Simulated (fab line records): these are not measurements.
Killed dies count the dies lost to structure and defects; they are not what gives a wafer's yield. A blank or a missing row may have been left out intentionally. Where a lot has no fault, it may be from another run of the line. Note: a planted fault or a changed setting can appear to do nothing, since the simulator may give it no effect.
fab line records	flow nand_harc
record lots=11	wafers=33	last_day=33
route steps=1302 shown A_CONTACT@1085 END@1302
lots that met no fault: from a run of the same line without faults
start_h: the number of hours between the record's first day and the start of the first shown wafer of the lot	wait_h: hours from the lot's prior step to this one	" unchanged from the row above	L1.1+2: one row covering several wafers at once	- value missing, or start not given	* or withheld: withheld	< > ~ a bound
route shown NAME@n: a module of which the file shows steps, and the number in the route of the first	usual: mean/standard deviation taken from wafers without a fault	same: alike in all rows	chamber/n: place in a boat	sites: the reading at each site	_std_site: the values' standard deviation	_edge_site: the outer-site mean with the inner-site mean subtracted	radius_mm: for every site, how far away it sits from the centre of the wafer	mask NAME#n: copy n	behind: the tool/chamber that last shaped the wafer	hold: cause of the lot's hold/its duration in hours/its outcome	device: the transistor (n, p or np) that didn't switch	end of line: tests of these same wafers at the route's end	where a step has no rows: the recipe by itself	killed: dies that structure and defects cost at the first sort, which is not the same as the wafer's yield	map: shows each die of a wafer: x if killed, . if not, _ if none is there
set.NAME: the setting as run; set.NAME@STEP: as run at that earlier step	model.NAME: the simulator's own value behind a step, which no gauge read
route steps across a sampled set of lots; one table per step, one row per wafer
services: a tool's chamber out of use, with start hour (start_h, from the record's first day; less than 0 if before it), hours out, and reason
## steps
# step NHARC_A_CONTACT_ETCH_31
# recipe target_depth_a=28000	over_etch_frac=0.3	time_s=728	ion_energy_ev=150	o2_flow_sccm=400	cos_flow_sccm=20	ar_flow_sccm=0	rf_w=500	bias_w=300	chemistry=O2/COS
# usual bias_w=299.9/0.94	chamber_pressure_mTorr=20.001/0.017	drypump_motor_current_A=5.7/0.38	oes_product_au=1.000/0.015	rf_vpp_V=313.5/1.9	showerhead_plenum_p_Torr=3.07/0.12	throttle_valve_pct=28.330/0.0091
lot.wafer	tool	chamber	start_h	wait_h	bias_w	chamber_pressure_mTorr	drypump_motor_current_A	oes_product_au	rf_hours_counter_h	rf_vpp_V	showerhead_plenum_p_Torr	throttle_valve_pct
L701.3	rie_diel-03	3	-	-	299.9	19.979	5.9	0.992	22	313.3	3.00	28.330
L701.4	"	0	"	"	301.6	19.992	6.1	0.996	19	313.4	2.99	28.327
L701.5	"	3	"	"	299.2	20.003	5.9	0.993	-	312.6	3.00	28.337
L702.4	rie_diel-03	3	-	-	299.1	19.993	5.8	0.991	26	313.0	3.00	28.341
L702.1	"	2	"	"	299.0	20.012	6.1	0.991	24	315.1	3.17	28.337
L702.5	"	0	"	"	301.0	19.965	6.1	0.993	-	312.9	2.99	28.340
L703.1	rie_diel-12	3	-	-	300.6	20.025	5.9	0.989	16	316.9	3.22	28.337
L703.3	"	2	"	"	298.6	19.983	5.7	1.013	14	311.8	2.92	28.349
L703.4	"	2	"	"	299.6	20.000	5.7	1.020	-	310.3	2.92	28.329
L707.2	rie_diel-06	2	-	-	300.1	20.004	5.7	0.988	26	316.7	3.33	28.335
L707.1	"	3	"	"	300.8	19.971	5.4	0.999	26	317.7	3.33	28.340
L707.3	"	0	"	"	299.9	19.997	5.4	0.993	33	316.3	3.29	28.356
L713.4	rie_diel-12	3	-	-	300.7	19.985	5.9	1.004	5	314.6	3.21	28.333
L713.1	"	0	"	"	300.4	20.006	4.9	0.998	5	312.7	2.99	28.335
L713.6	"	3	"	"	299.5	19.996	5.9	1.003	-	315.6	3.21	28.336
L714.3	rie_diel-12	1	-	-	299.4	20.010	5.9	0.994	5	312.7	3.07	28.335
L714.1	"	2	"	"	301.8	20.008	5.7	1.038	6	311.1	2.92	28.325
L714.4	"	3	"	"	300.4	20.027	5.9	1.002	6	315.3	3.21	28.323
L715.3	rie_diel-03	3	-	-	300.0	19.987	5.9	1.011	2	310.5	2.98	28.331
L715.4	"	0	"	"	300.9	20.028	6.1	1.011	-	313.3	2.97	28.330
L715.6	"	2	"	"	300.7	20.018	6.0	0.990	-	314.7	3.15	28.320
L716.1	rie_diel-03	2	-	-	299.8	19.991	6.0	0.976	7	314.7	3.14	28.345
L716.2	"	3	"	"	298.4	19.991	5.9	1.013	7	313.3	2.98	28.314
L716.6	"	2	"	"	299.2	19.974	6.0	0.979	-	313.1	3.14	28.328
L722.1	rie_diel-12	2	-	-	299.6	20.015	5.7	1.013	18	312.1	2.91	28.320
L722.3	"	1	"	"	300.5	20.014	5.9	0.987	17	313.0	3.07	28.318
L722.5	"	2	"	"	298.1	20.006	5.7	1.035	-	310.1	2.91	28.325
L721.1	rie_diel-03	3	-	-	299.8	20.007	5.9	1.000	31	315.6	2.97	28.311
L721.4	"	1	"	"	300.7	20.032	5.6	0.989	21	316.7	3.14	28.342
L721.6	"	3	"	"	298.7	20.034	5.8	1.012	-	312.8	2.97	28.341
L724.4	rie_diel-12	1	-	-	300.7	20.012	5.9	1.007	20	314.9	3.07	28.329
L724.1	"	2	"	"	299.1	20.025	5.8	1.013	22	312.0	2.91	28.329
L724.6	"	3	"	"	300.6	19.971	5.9	1.003	-	316.5	3.21	28.339
# step NHARC_A_CONTACT_ETCH_134
# recipe source_w=withheld	pressure_mtorr=20	bias_v=withheld	time_s=140	target_depth_a=7000	ar_flow_sccm=withheld	c4f8_flow_sccm=withheld	o2_flow_sccm=withheld	chemistry=C4F8/O2/Ar
# usual chamber_pressure_mTorr=20.002/0.02	oes_air_line_au=1.003/0.019
lot.wafer	tool	chamber	start_h	wait_h	chamber_pressure_mTorr	oes_air_line_au	rf_hours_counter_h
L701.4	har_cap_etch-02	0	522.83	-	19.988	1.025	-
L701.3	"	1	"	"	20.043	1.015	-
L701.5	"	1	"	"	20.004	1.013	-
L702.1	har_cap_etch-01	0	533.41	-	19.993	1.036	3
L702.4	"	1	"	"	19.990	0.996	-
L702.5	"	0	"	"	20.019	0.982	-
L703.1	har_cap_etch-02	0	542.82	-	19.993	0.988	95
L703.4	"	0	"	"	19.996	1.012	-
L703.3	"	1	"	"	19.985	1.006	-
L707.2	har_cap_etch-03	0	570.99	-	19.978	0.977	56
L707.1	"	1	"	"	19.989	1.015	56
L707.3	"	0	"	"	19.997	0.996	-
L713.1	har_cap_etch-01	1	647.92	-	20.038	1.008	26
L713.4	"	1	"	"	20.017	1.021	-
L713.6	"	1	"	"	20.035	1.009	-
L714.1	har_cap_etch-01	0	651.58	-	20.031	1.007	27
L714.4	"	0	"	"	19.993	1.003	-
L714.3	"	1	"	"	19.998	1.007	-
L715.4	har_cap_etch-02	1	657.39	-	20.015	0.983	-
L715.3	"	0	"	"	19.999	0.986	-
L715.6	"	1	"	"	20.029	0.995	-
L716.2	har_cap_etch-03	0	663.40	-	20.014	1.012	71
L716.1	"	1	"	"	19.995	0.974	71
L716.6	"	1	"	"	20.020	1.008	-
L722.1	har_cap_etch-02	0	712.12	-	19.991	1.002	128
L722.3	"	1	"	"	19.953	1.000	-
L722.5	"	0	"	"	20.011	0.987	-
L721.1	har_cap_etch-01	1	726.21	-	20.006	0.968	40
L721.4	"	1	"	"	19.983	0.972	-
L721.6	"	0	"	"	19.989	0.996	-
L724.1	har_cap_etch-02	0	738.58	-	20.010	1.020	132
L724.4	"	1	"	"	20.005	1.036	-
L724.6	"	1	"	"	20.010	1.045	-
# step NHARC_A_CONTACT_ETCH_139
# recipe source_w=withheld	pressure_mtorr=20	bias_v=400	time_s=195	target_depth_a=8400	ar_flow_sccm=withheld	c4f8_flow_sccm=11.5	o2_flow_sccm=7.2	chemistry=C4F8/O2/Ar
# usual chamber_pressure_mTorr=20.000/0.018	oes_air_line_au=1.001/0.022
lot.wafer	tool	chamber	start_h	wait_h	chamber_pressure_mTorr	oes_air_line_au	rf_hours_counter_h
L701.4	har_cap_etch-02	0	524.14	0.2	19.990	1.033	-
L701.3	"	1	"	"	20.004	0.979	-
L701.5	"	1	"	"	20.000	1.020	-
L702.1	har_cap_etch-01	0	534.71	0.2	19.997	0.976	4
L702.4	"	1	"	"	20.005	0.989	-
L702.5	"	0	"	"	19.995	0.966	-
L703.1	har_cap_etch-02	0	544.11	0.2	19.989	0.956	97
L703.4	"	0	"	"	19.992	0.979	-
L703.3	"	1	"	"	20.003	0.994	-
L707.2	har_cap_etch-03	0	572.28	0.2	19.964	0.994	57
L707.1	"	1	"	"	20.018	0.993	57
L707.3	"	0	"	"	20.022	0.979	-
L713.1	har_cap_etch-01	1	649.23	0.2	19.984	1.012	27
L713.4	"	1	"	"	20.014	0.992	-
L713.6	"	1	"	"	20.016	1.044	-
L714.1	har_cap_etch-01	0	652.88	0.2	20.001	1.005	29
L714.4	"	0	"	"	20.008	1.010	-
L714.3	"	1	"	"	20.011	1.006	-
L715.4	har_cap_etch-02	1	658.70	0.2	19.974	1.019	-
L715.3	"	0	"	"	20.008	1.004	-
L715.6	"	1	"	"	19.981	0.991	-
L716.2	har_cap_etch-03	0	664.68	0.2	20.016	0.974	72
L716.1	"	1	"	"	20.002	1.008	72
L716.6	"	1	"	"	20.012	1.013	-
L722.1	har_cap_etch-02	0	713.41	0.2	20.020	0.986	129
L722.3	"	1	"	"	19.983	1.012	-
L722.5	"	0	"	"	19.996	0.972	-
L721.1	har_cap_etch-01	1	727.52	0.2	20.004	0.998	41
L721.4	"	1	"	"	20.010	1.002	-
L721.6	"	0	"	"	20.023	0.990	-
L724.1	har_cap_etch-02	0	739.87	0.2	20.014	0.965	133
L724.4	"	1	"	"	20.033	0.987	-
L724.6	"	1	"	"	20.003	0.979	-
# step NHARC_A_CONTACT_ETCH_98
# recipe target_depth_a=200	over_etch_frac=0.5	time_s=10	ion_energy_ev=250	c4f6_flow_sccm=25	o2_flow_sccm=20	ar_flow_sccm=500	rf_w=600	bias_w=500	chemistry=C4F6/O2
# usual bias_w=499.8/1.5	c4f6_flow_sccm=25.01/0.082	drypump_motor_current_A=5.7/0.4	oes_product_au=0.952/0.021	rf_vpp_V=546/3.1	showerhead_plenum_p_Torr=3.87/0.14	throttle_valve_pct=26.902/0.0086
lot.wafer	tool	chamber	start_h	wait_h	bias_w	c4f6_flow_sccm	drypump_motor_current_A	oes_product_au	rf_hours_counter_h	rf_vpp_V	showerhead_plenum_p_Torr	throttle_valve_pct
L701.4	rie_diel-12	2	524.75	-	498.6	24.92	5.7	0.948	9	544	3.69	26.899
L701.3	"	0	"	"	500.0	25.07	4.9	0.935	13	544	3.78	26.906
L701.5	"	1	"	"	497.6	24.81	5.9	0.944	-	546	3.88	26.897
L702.1	rie_diel-12	2	535.44	0.1	498.4	24.90	5.7	0.970	12	543	3.68	26.902
L702.5	"	0	"	"	501.1	25.07	4.9	0.938	-	546	3.78	26.888
L702.4	"	3	"	"	496.9	24.92	5.9	0.933	-	550	4.05	26.893
L703.4	rie_diel-06	1	544.80	-	499.5	25.09	4.9	0.974	20	545	3.80	26.903
L703.1	"	2	"	"	502.3	24.98	5.7	0.938	18	551	4.18	26.893
L703.3	"	0	"	"	497.6	25.07	5.4	0.954	23	551	4.14	26.909
L707.1	rie_diel-12	3	572.97	-	501.2	24.97	5.9	0.944	20	549	4.04	26.889
L707.2	"	0	"	"	499.5	24.99	4.9	0.939	20	544	3.77	26.900
L707.3	"	1	"	"	499.9	25.06	5.9	0.928	17	547	3.87	26.905
L713.4	rie_diel-06	2	649.88	-	-	-	-	-	-	-	-	-
L713.1	"	3	"	"	-	-	-	-	-	-	-	-
L713.6	"	1	"	"	-	-	-	-	-	-	-	-
L714.3	rie_diel-03	0	653.60	0.1	-	-	-	-	-	-	-	-
L714.1	"	2	"	"	-	-	-	-	-	-	-	-
L714.4	"	0	"	"	-	-	-	-	-	-	-	-
L715.4	rie_diel-12	2	659.30	-	499.6	25.00	5.7	0.952	7	539	3.67	26.901
L715.3	"	0	"	"	499.7	25.02	4.9	0.945	6	547	3.77	26.899
L715.6	"	1	"	"	498.4	25.08	5.9	0.930	-	547	3.87	26.900
L716.2	rie_diel-12	3	665.38	-	503.5	25.10	5.9	0.943	10	548	4.03	26.904
L716.1	"	1	"	"	496.6	25.08	6.0	0.963	10	545	3.86	26.892
L716.6	"	0	"	"	501.9	25.03	4.9	0.956	-	542	3.76	26.905
L722.3	rie_diel-12	3	714.10	-	500.2	25.03	5.9	0.954	17	548	4.03	26.895
L722.1	"	2	"	"	497.6	24.99	5.7	0.973	18	540	3.67	26.893
L722.5	"	0	"	"	498.1	24.99	4.9	0.961	-	546	3.76	26.905
L721.1	rie_diel-06	3	728.17	-	500.9	25.03	5.4	0.959	19	553	4.14	26.898
L721.4	"	0	"	"	499.7	24.97	5.5	0.909	20	552	4.10	26.903
L721.6	"	3	"	"	496.5	25.16	5.4	0.959	-	550	4.14	26.911
L724.1	rie_diel-03	1	740.56	-	502.1	24.92	5.7	1.003	27	546	3.94	26.898
L724.4	"	2	"	"	500.1	25.00	6.0	0.929	35	547	3.93	26.923
L724.6	"	1	"	"	500.2	24.87	5.7	1.009	-	546	3.94	26.916
# step NHARC_END_SORT_01
# recipe temp_c=25
# usual killed_at_array=59/17	killed_at_other=0.9/1.6	killed_at_periphery=3.7/2.3	killed_dies=64/17	killed_open=3.3/1.8	killed_short=2.4/1.6
# same gross_dies=677
lot.wafer	tool	chamber	start_h	wait_h	killed_at_array	killed_at_other	killed_at_periphery	killed_dies	killed_open	killed_short
L713.1	prober-02	0	700.54	2.5	673	0	4	677	2	2
L713.4	prober-02	0	702.96	3.4	673	0	4	677	2	3
L713.6	prober-02	0	704.56	4.0	673	0	4	677	2	3
L714.1	prober-01	0	700.55	2.5	673	0	4	677	3	4
L714.3	prober-01	0	702.15	3.1	676	1	0	677	4	2
L714.4	prober-01	0	702.94	3.4	675	0	2	677	3	0
L715.3	prober-01	0	709.97	3.1	44	1	9	54	3	2
L715.4	prober-01	0	710.77	3.4	49	0	12	61	1	3
L715.6	prober-01	0	712.36	4.0	42	0	7	49	4	3
L716.6	prober-01	0	720.13	4.0	78	0	9	87	2	2
L721.1	prober-01	0	774.29	2.5	27	0	5	32	5	4
L721.4	prober-01	0	776.69	3.4	34	0	6	40	4	6
L721.6	prober-01	0	778.30	4.0	33	0	8	41	5	2
# killed by level:class
L713.1 A_CONTACT:area_etch=602 A_SLIT:chamber_film_flake=33 A_CHANNEL_HOLE_D2:chamber_film_flake=17 A_CHANNEL_HOLE_D1:chamber_film_flake=9 A_CONTACT:chamber_film_flake=6 A_CHANNEL_FILL_D2:chamber_film_flake=2 P_CONTACT:geometric_particle:short=1 A_DECK1_JOINT:geometric_particle:open=1
L714.1 A_CONTACT:area_etch=612 A_CHANNEL_HOLE_D1:chamber_film_flake=20 A_CHANNEL_HOLE_D2:chamber_film_flake=17 A_CONTACT:chamber_film_flake=5 A_BLC:chamber_film_flake=4 A_ZERO_WELL:chamber_film_flake=3 A_SLIT:chamber_film_flake=3 A_CHANNEL_FILL_D1:geometric_particle:open=2
L714.3 A_CONTACT:area_etch=610 A_CHANNEL_HOLE_D1:chamber_film_flake=28 A_CHANNEL_HOLE_D2:chamber_film_flake=14 A_CONTACT:chamber_film_flake=6 A_BLC:chamber_film_flake=3 A_CHANNEL_HOLE_D1:geometric_particle:open=2 A_ZERO_WELL:chamber_film_flake=2 A_SLIT:chamber_film_flake=2
L714.4 A_CONTACT:area_etch=601 A_CHANNEL_HOLE_D1:chamber_film_flake=28 A_CHANNEL_HOLE_D2:chamber_film_flake=26 A_CONTACT:chamber_film_flake=11 P_BONDPAD:chamber_film_flake=2 A_WL_FILL:chamber_film_flake=2 A_CHANNEL_HOLE_D1:geometric_particle:open=1 A_CHANNEL_FILL_D1:geometric_particle:open=1
L713.4 A_CONTACT:area_etch=618 A_SLIT:chamber_film_flake=27 A_CHANNEL_HOLE_D2:chamber_film_flake=13 A_CHANNEL_HOLE_D1:chamber_film_flake=5 A_CONTACT:chamber_film_flake=4 P_GATE:chamber_film_flake=3 A_DECK1_JOINT:chamber_film_flake=2 P_CONTACT:geometric_particle:short=1
L713.6 A_CONTACT:area_etch=595 A_SLIT:chamber_film_flake=34 A_CHANNEL_HOLE_D2:chamber_film_flake=21 A_CHANNEL_HOLE_D1:chamber_film_flake=7 A_CONTACT:chamber_film_flake=5 A_STAIRCASE:chamber_film_flake=3 P_GATE:chamber_film_flake=2 A_DECK1_JOINT:chamber_film_flake=2
L715.3 A_SLIT:chamber_film_flake=30 P_CONTACT:chamber_film_flake=5 A_CHANNEL_HOLE_D1:chamber_film_flake=5 A_CONTACT:chamber_film_flake=2 A_BLC:chamber_film_flake=2 P_STI:geometric_particle:open=1 P_STI:geometric_particle:short=1 P_M1:geometric_particle:open=1
L715.4 A_SLIT:chamber_film_flake=31 P_CONTACT:chamber_film_flake=8 A_CHANNEL_HOLE_D1:chamber_film_flake=7 A_STAIRCASE:chamber_film_flake=4 A_BLC:chamber_film_flake=3 P_GATE:chamber_film_flake=2 P_M0:geometric_particle:open=1 A_DECK1_JOINT:geometric_particle:short=1
L715.6 A_SLIT:chamber_film_flake=23 A_CHANNEL_HOLE_D1:chamber_film_flake=7 P_CONTACT:chamber_film_flake=3 A_ONON_D1:geometric_particle:short=2 A_CONTACT:geometric_particle:open=2 A_CHANNEL_FILL_D1:chamber_film_flake=2 A_CONTACT:chamber_film_flake=2 A_BLC:chamber_film_flake=2
L716.6 A_CHANNEL_HOLE_D1:chamber_film_flake=34 A_CHANNEL_HOLE_D2:chamber_film_flake=21 A_CONTACT:chamber_film_flake=7 A_STAIRCASE:chamber_film_flake=6 P_GATE:chamber_film_flake=4 P_STI:chamber_film_flake=3 A_ZERO_WELL:chamber_film_flake=3 A_SLIT:chamber_film_flake=3
L721.1 A_CHANNEL_HOLE_D1:chamber_film_flake=12 P_M1:chamber_film_flake=3 A_SLIT:chamber_film_flake=3 A_BLC:geometric_particle:open=2 A_CHANNEL_HOLE_D2:chamber_film_flake=2 P_M0:geometric_particle:open=1 A_ONON_D1:geometric_particle:short=1 A_DECK1_JOINT:geometric_particle:open=1
L721.4 A_CHANNEL_HOLE_D1:chamber_film_flake=12 A_SLIT:chamber_film_flake=7 P_M1:chamber_film_flake=3 A_STAIRCASE:chamber_film_flake=2 A_WL_FILL:chamber_film_flake=2 P_GATE:geometric_particle:open=1 P_M1:geometric_particle:short=1 A_ONON_D1:geometric_particle:short=1
L721.6 A_CHANNEL_HOLE_D1:chamber_film_flake=11 A_SLIT:chamber_film_flake=11 P_M1:chamber_film_flake=4 A_CHANNEL_FILL_D1:geometric_particle:open=2 P_GATE:chamber_film_flake=2 A_CHANNEL_HOLE_D2:chamber_film_flake=2 P_BONDPAD:geometric_particle:open=1 A_SOURCE_PLATE:geometric_particle:short=1
## services
tool	chamber	start_h	hours	kind
har_cap_etch-01	-	498.56	17.0	pm
rie_diel-12	0	503.40	-	clean
rie_diel-12	1	503.40	-	clean
rie_diel-12	2	503.40	-	clean
rie_diel-12	3	503.40	-	clean
har_cap_etch-03	-	507.31	3.3	repair
rie_diel-06	3	508.98	12.6	repair
rie_diel-12	0	527.90	-	clean
rie_diel-12	1	527.90	-	clean
rie_diel-12	1	533.72	14.0	repair
har_cap_etch-01	-	559.47	4.6	repair
rie_diel-03	0	595.85	5.6	repair
rie_diel-06	-	597.52	0.5	repair
har_cap_etch-03	-	600.92	7.8	repair
rie_diel-12	-	622.40	9.0	pm
har_cap_etch-01	-	623.00	1.3	repair
har_cap_etch-03	-	623.94	0.4	repair
rie_diel-03	-	636.50	9.0	pm
rie_diel-03	1	650.83	17.3	repair
rie_diel-03	3	654.93	1.4	repair
rie_diel-06	-	661.44	9.0	pm
har_cap_etch-01	-	689.92	0.4	repair
rie_diel-03	3	696.21	2.9	repair
rie_diel-06	0	731.21	4.4	repair
## key
first_sign step=NHARC_A_CONTACT_ETCH_98	reading=tool_record	direction=missing
effect step=NHARC_END_SORT_01	reading=killed_at_array	direction=up	sigmas=37	usual=59	struck=674
more_kills_born_at NHARC_A_CONTACT_ETCH_98@rie_diel-03=1823	NHARC_A_CONTACT_ETCH_98@rie_diel-06=1815
met_at NHARC_A_CONTACT_ETCH_98
struck_lots L713,L714
later_rows_left_out L713.1,L713.4,L713.6,L714.1,L714.3,L714.4
tester_left_out L713,L714
not_acting_at NHARC_A_CONTACT_ETCH_31,NHARC_A_CONTACT_ETCH_134,NHARC_A_CONTACT_ETCH_139
onset_between 544.80 649.88
fault kind=skipped_step_whole	tool=rie_diel-03,rie_diel-06	chamber=-	onset_h=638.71	steps=NHARC_A_CONTACT_ETCH_98	scope=struck_lots_only
# tester_left_out: of these lots the tester's yield and bins aren't shown, on N5 and GAA mostly nor the transistor test; their killed dies are dies lost to structure and defects alone, not to doping, threshold or leakage, so they don't give the yield
# later_rows_left_out: the simulator's readings of these wafers behind a module that went badly wrong aren't trusted and aren't shown, but for the sort
